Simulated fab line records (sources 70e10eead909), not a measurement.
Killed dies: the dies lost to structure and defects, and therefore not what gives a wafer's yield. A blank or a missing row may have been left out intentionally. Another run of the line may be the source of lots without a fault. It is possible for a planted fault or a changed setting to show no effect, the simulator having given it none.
fab line records ; flow nand_harc ; part 2 of 2: steps 43 to 43 of 43
record lots=6; wafers=18; last_day=33
route steps=1302 shown P_M2@340 P_BONDPAD@351 END@1302
lots untouched by any fault: they come from a run of this same line in which no faults occurred
start_h: hours from the record's first day to the start of the lot's first wafer shown ; wait_h: hours from the lot's prior step to this one ; " same as the row above ; L1.1+2: several wafers, shown together as one row ; - either no value or no given start ; * or withheld: withheld ; < > ~ a bound
route shown NAME@n: names a module that has steps shown in the file, with the first one's number in the route ; usual: the fault-free wafers' mean and standard deviation ; same: alike in all rows ; chamber/n: place in a boat ; sites: per-site readings ; _std_site: standard deviation of those values ; _edge_site: outer sites' mean less inner sites' ; radius_mm: how far each site lies from the wafer's centre ; mask NAME#n: copy n ; behind: tool/chamber where the wafer was last shaped ; hold: reason for holding the lot/hours on hold/outcome of the hold ; device: whichever transistor did not switch (one of n, p or np) ; end of line: the tests these same wafers got at the end of their route ; a step without rows: its recipe alone ; killed: at the first sort, the dies lost to defects and structure; wafer yield is something else ; map: a wafer's dies, x killed, . not, _ none there
set.NAME: the setting as run; set.NAME@STEP: as run at that earlier step ; model.NAME: the simulator's own value behind a step, which no gauge read
certain route steps with their lots: each step a table, each wafer a row
services: from which hour (start_h, from the record's first day; less than 0 if before it) a tool's chamber was out of use, for how many hours, and why
## steps
# step NHARC_END_SORT_01
# recipe temp_c=25
# usual defect_limited_yield=91.1/2.9; killed_at_array=55/20; killed_at_other=0.7/0.96; killed_at_periphery=4.1/2.4; killed_dies=60/20; killed_open=3.3/1.9; killed_short=2.8/1.6
# same gross_dies=677
lot.wafer;tool;chamber;start_h;wait_h;defect_limited_yield[%];killed_at_array;killed_at_other;killed_at_periphery;killed_dies;killed_open;killed_short
L689.1;prober-01;0;583.53;2.5;91.9;50;1;4;55;1;2
L689.3;prober-01;0;585.14;3.1;92.2;49;1;3;53;2;2
L689.5;prober-01;0;586.74;3.7;92.6;45;0;5;50;4;2
L695.3;prober-01;0;678.52;3.1;37.4;15;0;409;424;2;2
L695.4;prober-01;0;679.31;3.4;40.2;24;0;381;405;4;2
L695.6;prober-01;0;680.89;4.0;36.0;25;0;408;433;2;3
L697.1;prober-02;0;681.11;2.5;36.0;17;0;416;433;1;1
L697.2;prober-02;0;681.91;2.8;38.6;24;1;391;416;2;4
L697.4;prober-02;0;683.50;3.4;36.5;19;0;411;430;0;2
L702.1;prober-01;0;713.46;2.5;85.7;93;2;2;97;3;6
L702.4;prober-01;0;715.86;3.4;87.3;82;2;2;86;3;3
L702.5;prober-01;0;716.67;3.7;88.2;74;3;3;80;4;5
L704.2;prober-01;0;748.93;2.8;86.4;89;0;3;92;3;0
L704.3;prober-01;0;749.73;3.1;87.0;80;0;8;88;3;2
L704.4;prober-01;0;750.54;3.4;86.7;88;0;2;90;2;4
# killed by level:class
L689.1 A_CHANNEL_HOLE_D2:chamber_film_flake=40 A_CHANNEL_FILL_D2:chamber_film_flake=4 A_CONTACT:chamber_film_flake=2 P_GATE:geometric_particle:open=1 P_M1:geometric_particle:short=1 A_DECK1_JOINT:geometric_particle:short=1 P_STI:chamber_film_flake=1 P_GATE:chamber_film_flake=1
L689.3 A_CHANNEL_HOLE_D2:chamber_film_flake=37 P_GATE:chamber_film_flake=2 A_CHANNEL_HOLE_D1:chamber_film_flake=2 A_CHANNEL_FILL_D1:chamber_film_flake=2 A_CONTACT:chamber_film_flake=2 A_ONON_D2:geometric_particle:short=1 A_WL_FILL:geometric_particle:open=1 A_BLC:geometric_particle:short=1
L689.5 A_CHANNEL_HOLE_D2:chamber_film_flake=30 A_CHANNEL_HOLE_D1:chamber_film_flake=4 A_WL_FILL:chamber_film_flake=3 A_CONTACT:chamber_film_flake=3 P_M0:geometric_particle:open=2 A_CHANNEL_FILL_D2:chamber_film_flake=2 P_GATE:geometric_particle:open=1 P_CONTACT:geometric_particle:short=1
L695.3 P_BONDPAD:unspecified=405 A_CHANNEL_HOLE_D2:chamber_film_flake=5 A_CHANNEL_HOLE_D1:chamber_film_flake=2 A_CHANNEL_FILL_D2:chamber_film_flake=2 A_CONTACT:chamber_film_flake=2 P_CONTACT:geometric_particle:short=1 P_M0:geometric_particle:open=1 A_ONON_D1:geometric_particle:short=1
L695.4 P_BONDPAD:unspecified=378 A_CHANNEL_HOLE_D2:chamber_film_flake=10 A_STAIRCASE:chamber_film_flake=3 A_CHANNEL_FILL_D2:geometric_particle:open=2 P_M2:chamber_film_flake=2 A_CHANNEL_HOLE_D1:chamber_film_flake=2 A_CONTACT:chamber_film_flake=2 A_CHANNEL_HOLE_D1:geometric_particle:short=1
L695.6 P_BONDPAD:unspecified=406 A_CHANNEL_HOLE_D2:chamber_film_flake=7 A_CHANNEL_HOLE_D1:chamber_film_flake=7 A_CONTACT:chamber_film_flake=3 A_CHANNEL_FILL_D2:chamber_film_flake=2 A_STAIRCASE:chamber_film_flake=2 P_CONTACT:geometric_particle:short=1 P_M1:geometric_particle:open=1
L697.1 P_BONDPAD:unspecified=413 A_CHANNEL_HOLE_D2:chamber_film_flake=11 A_CHANNEL_HOLE_D1:chamber_film_flake=4 A_M1:chamber_film_flake=2 P_CONTACT:geometric_particle:short=1 P_M0:geometric_particle:open=1 P_GATE:chamber_film_flake=1
L697.2 P_BONDPAD:unspecified=382 A_CHANNEL_HOLE_D2:chamber_film_flake=12 P_M2:chamber_film_flake=3 A_CONTACT:chamber_film_flake=2 A_SLIT:chamber_film_flake=2 P_BONDPAD:chamber_film_flake=2 A_CHANNEL_HOLE_D1:chamber_film_flake=2 P_CONTACT:geometric_particle:open=1
L697.4 P_BONDPAD:unspecified=406 A_CHANNEL_HOLE_D2:chamber_film_flake=8 A_SLIT:chamber_film_flake=3 P_GATE:chamber_film_flake=2 A_CONTACT:chamber_film_flake=2 P_BONDPAD:chamber_film_flake=2 A_CHANNEL_HOLE_D1:chamber_film_flake=2 A_ONON_D2:geometric_particle:short=1
L702.1 A_CHANNEL_HOLE_D1:chamber_film_flake=28 A_SLIT:chamber_film_flake=27 A_CHANNEL_HOLE_D2:chamber_film_flake=24 A_CONTACT:chamber_film_flake=3 A_BLC:chamber_film_flake=3 A_CHANNEL_FILL_D1:geometric_particle:open=2 THIN_TSV:chamber_film_flake=2 P_M1:geometric_particle:open=1
L702.4 A_CHANNEL_HOLE_D1:chamber_film_flake=26 A_SLIT:chamber_film_flake=23 A_CHANNEL_HOLE_D2:chamber_film_flake=19 A_CONTACT:chamber_film_flake=5 A_STAIRCASE:chamber_film_flake=3 THIN_TSV:chamber_film_flake=2 P_M0:geometric_particle:open=1 A_CHANNEL_FILL_D1:geometric_particle:short=1
L702.5 A_CHANNEL_HOLE_D1:chamber_film_flake=27 A_SLIT:chamber_film_flake=18 A_CHANNEL_HOLE_D2:chamber_film_flake=11 A_STAIRCASE:chamber_film_flake=5 THIN_TSV:chamber_film_flake=3 A_CONTACT:chamber_film_flake=3 P_M0:geometric_particle:open=1 A_DECK1_JOINT:geometric_particle:short=1
L704.2 A_CHANNEL_HOLE_D1:chamber_film_flake=29 A_SLIT:chamber_film_flake=29 A_CHANNEL_HOLE_D2:chamber_film_flake=23 A_CONTACT:chamber_film_flake=4 P_GATE:chamber_film_flake=2 A_SOURCE_PLATE:geometric_particle:open=1 A_CHANNEL_HOLE_D1:geometric_particle:open=1 A_DECK1_JOINT:geometric_particle:open=1
L704.3 A_CHANNEL_HOLE_D2:chamber_film_flake=28 A_SLIT:chamber_film_flake=23 A_CHANNEL_HOLE_D1:chamber_film_flake=22 P_GATE:chamber_film_flake=4 A_CONTACT:chamber_film_flake=3 P_GATE:geometric_particle:open=2 A_STAIRCASE:chamber_film_flake=2 P_M0:geometric_particle:open=1
L704.4 A_SLIT:chamber_film_flake=28 A_CHANNEL_HOLE_D1:chamber_film_flake=28 A_CHANNEL_HOLE_D2:chamber_film_flake=22 A_CONTACT:chamber_film_flake=3 A_STAIRCASE:chamber_film_flake=2 P_M0:geometric_particle:short=1 A_CHANNEL_FILL_D1:geometric_particle:short=1 A_DECK1_JOINT:geometric_particle:open=1
# map L695.6 (x killed, . not)
____________.____________
_________x....xx_________
_______x.xx.x.x.xx_______
______x.xxxx.xx.x.x______
_____xx.x..xxxx.xxxx_____
____.xx.x..x..xx..x..____
____.....xx.xx.xxxxx.____
___x.xxx...xx.x.xxx.xx___
___xxxxxx.xxxxx....x.x___
__xx..x.xx.xxxxxx.xxxxx__
__x.xx.xxx.xxxxx..x.xx.__
_.xx.xxxxxxx..xxxxxx.xxx_
_xx.xx.xx...xxxxxxx..xx._
_x.x..xxx.xxx.xxxxx..x.._
_.x.xxxxx..x.x..xxxx..xx_
_xxxx.x.x.xx....xxxx..xx_
.x..xxx..xxxxxx.xx.x.x.xx
x.x.xxxx.xxxxxxxx..x.xxxx
xx.x..x..xxx.x.xxxxxxxxx.
x..xxxx.xx..xxxx.x..xxxxx
x.xxxxxx.x.x.xxx..xx..xx.
_xxx.xx..xx.xxx.xxxxx.x._
_xx..xx..xx.xx.xx.xx.xx._
_.x.x.x.x...x...xx.....x_
_.xxxx.x.xxx..xx.xxxxxx._
_..xx.x.x.xx.x.xx.xxxxxx_
__...x.x..xx..xx..x.xx.__
__.xxx..x...x..x.xxxxxx__
___xxxxxx...xx.x..xxxx___
___xxx.xxxx...xx.x.xx.___
____...xxxx.xx.xxxxxx____
____xx.xxxxxxxx....xx____
_____.xxxxx.xx.xxxx._____
______xx...xxx..xx.______
_______x.x.xxx.xxx_______
_________x.xxxxx_________
____________x____________
# map L697.1 (x killed, . not)
____________.____________
_________..x...x_________
_______xx.xxxx..xx_______
______x.x..xxx.xxx.______
_____.....x.xxx...xx_____
____.x.xxxx..xx.x....____
____xxx...x.xxxx..xx.____
___x.x..x.xxxxxx.xx.xx___
___.xxxxx.x..xxxxx.xxx___
__...xxx.x.xxxxxx..xx..__
__..x.xxxx..x.x.xxx.xx.__
_.x.xxxxxxxxxxxx.x...x.._
_.x.x.xxxx.xxxxx.xxxxx.x_
_xx.xx..x.xxxxxx.xx..x.._
_x.x.x.x.xxxxx.xxxxx..xx_
_x.xx.x.x...x..x.x.xxxxx_
..xxxxxx.x..xxxx.xx.x.xx.
x..xxxxxxxx.xx.xx..xxxxx.
....xxxx..xxx.x..xxx.xx..
xxx..x..xxxxxxx..xx.xxxxx
xxxxx.xxxxxxx.xx.x.xxxx.x
_x.x.x.x.xxxxx..xxxxxxxx_
_.xxxx.xxxxxxx...xxxxxx._
_xxxxxx.xx.xxx.xxxxxxx.._
_...xxxx.xxxx.xxxx.xxx.x_
_xx..xx.xx...x.xxxxxx.x._
__x.xx.x.x.xxx.xx.x.xxx__
__......xxxxx..x...x.x.__
___xxxxx.xx..xxxxxx.xx___
___xx.xxxxxx.xx.xx.xxx___
____.x..xx.xxxxx...x.____
____xxxxxxxxx.xxxx...____
_____..x..x..x.xx.xx_____
______.x..xxxxxxxx.______
_______....xx.xxx._______
_________x..x..x_________
____________.____________
## services
tool;chamber;start_h;hours;kind
cmp-01;-;151.49;0.5;repair
pvd_sputter-03;-;153.36;22.0;repair
pvd_sputter-03;-;175.37;10.0;pm
rie_diel-05;-;179.05;1.7;repair
rie_diel-08;3;184.47;3.8;repair
cmp-01;-;188.32;4.0;pm
rie_diel-12;1;190.19;8.3;repair
rie_diel-08;-;190.80;9.0;pm
cmp-01;-;206.10;2.3;repair
rie_diel-08;3;211.20;6.9;repair
rie_diel-12;0;212.10;42.8;repair
pvd_sputter-01;-;226.00;10.0;pm
rie_diel-05;-;229.63;9.0;pm
rie_diel-12;-;252.16;0.4;repair
rie_diel-12;-;268.45;9.0;pm
cmp-01;-;273.47;0.3;repair
pvd_sputter-02;-;273.81;3.4;repair
pvd_sputter-01;-;275.33;1.6;repair
pvd_sputter-02;-;282.00;10.0;pm
cmp-01;-;286.32;4.0;pm
cmp-01;-;296.61;0.9;repair
rie_diel-12;0;301.09;3.1;repair
cmp-01;-;331.64;0.9;repair
cmp-01;-;349.61;2.6;repair
## key
first_sign step=NHARC_END_SORT_01; reading=killed_at_periphery; direction=up; sigmas=99+; usual=4.1; struck=402.7
effect step=NHARC_END_SORT_01; reading=defect_limited_yield; direction=down; sigmas=18; usual=91.1; struck=37.4
more_kills_born_at NHARC_P_BONDPAD_CMP_32@cmp-01=2390
met_at NHARC_P_BONDPAD_CMP_32
struck_wafers L695.3,L695.4,L695.6,L697.1,L697.2,L697.4
fault kind=chamber_particle_source; tool=cmp-01; chamber=-; onset_h=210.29; steps=NHARC_P_BONDPAD_CMP_32; rate_per_visit_cm2=1.0245; end_h=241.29
